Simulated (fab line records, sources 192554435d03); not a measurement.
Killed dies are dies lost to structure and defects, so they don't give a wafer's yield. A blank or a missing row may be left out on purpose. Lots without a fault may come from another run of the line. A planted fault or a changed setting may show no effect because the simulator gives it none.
Chamber matching | flow n5_finfet | N5_FIN_SAQP_ETCH_51 on rie_diel-06: 4 sister chambers
The step etches SiARC in CF4, target depth 45.5 nm, time 75.8 s. 22 wafers are shown with their chamber, then 11 later ones without.

WAFERS WITH THEIR CHAMBER
wafer  | chamber | showerhead_plenum_p_Torr (Torr) | drypump_motor_current_A (A) | throttle_valve_pct (%)
L076.1 | 2       | 2.05                            | 6.3                         | 15.88
L076.2 | 3       | 2.06                            | 5.3                         | 15.30
L076.5 | 2       | 2.05                            | 6.3                         | 15.89
L078.1 | 1       | 2.14                            | 5.4                         | 15.83
L078.2 | 3       | 2.06                            | 5.2                         | 15.33
L078.3 | 0       | 2.23                            | 5.8                         | 15.60
L078.4 | 2       | 2.05                            | 6.3                         | 15.90
L078.5 | 0       | 2.23                            | 5.8                         | 15.62
L078.6 | 1       | 2.14                            | 5.4                         | 15.83
L079.1 | 3       | 2.06                            | 5.3                         | 15.32
L079.4 | 1       | 2.14                            | 5.4                         | 15.82
L079.5 | 2       | 2.05                            | 6.2                         | 15.90
L081.1 | 0       | 2.23                            | 5.8                         | 15.63
L081.2 | 1       | 2.14                            | 5.4                         | 15.85
L081.3 | 2       | 2.05                            | 6.2                         | 15.91
L081.4 | 3       | 2.06                            | 5.2                         | 15.34
L081.5 | 3       | 2.06                            | 5.3                         | 15.34
L081.6 | 2       | 2.05                            | 6.2                         | 15.91
L082.2 | 2       | 2.05                            | 6.3                         | 15.90
L082.3 | 3       | 2.06                            | 5.2                         | 15.34
L082.5 | 1       | 2.14                            | 5.4                         | 15.87
L087.3 | 3       | 2.05                            | 5.2                         | 15.39

SIGNATURES (means of the wafers above)
reading                  | chamber 0 | chamber 1 | chamber 2 | chamber 3 | scatter within a chamber
showerhead_plenum_p_Torr | 2.2300    | 2.1400    | 2.0500    | 2.0586    | 0.00218
drypump_motor_current_A  | 5.800     | 5.400     | 6.257     | 5.243     | 0.0436
throttle_valve_pct       | 15.6167   | 15.8400   | 15.8986   | 15.3371   | 0.0201
Rule: a wafer's distance from a chamber is the root of the sum, over the readings, of the square of ((its reading less the chamber's mean) divided by the reading's scatter). The wafer belongs to the nearest chamber; if the next one is less than 2 further off, it can't be placed. The scatter: the root of (the sum of the squares of (reading less its chamber's mean) over the shown wafers, divided by (wafers less chambers)).

WAFERS WITHOUT THEIR CHAMBER
wafer  | showerhead_plenum_p_Torr (Torr) | drypump_motor_current_A (A) | throttle_valve_pct (%)
L087.4 | 2.22                            | 5.8                         | 15.64
L087.5 | 2.05                            | 5.2                         | 15.36
L089.1 | 2.13                            | 5.4                         | 15.88
L089.2 | 2.04                            | 6.2                         | 15.94
L089.6 | 2.05                            | 5.2                         | 15.37
L094.1 | 2.04                            | 6.3                         | 15.96
L094.2 | 2.13                            | 5.4                         | 15.91
L094.4 | 2.04                            | 6.2                         | 15.95
L097.1 | 2.22                            | 5.8                         | 15.70
L097.4 | 2.04                            | 6.3                         | 15.97
L097.6 | 2.05                            | 5.2                         | 15.39

WHICH CHAMBER EACH WENT THROUGH
wafer  | from the rows above | in truth
L087.4 | 0                   | 0
L087.5 | 3                   | 3
L089.1 | 1                   | 1
L089.2 | 2                   | 2
L089.6 | 3                   | 3
L094.1 | 2                   | 2
L094.2 | 1                   | 1
L094.4 | 2                   | 2
L097.1 | 0                   | 0
L097.4 | 2                   | 2
L097.6 | 3                   | 3
Placed correctly: 11 of 11. Can't be placed from these rows: 0. Placed wrongly: 0.
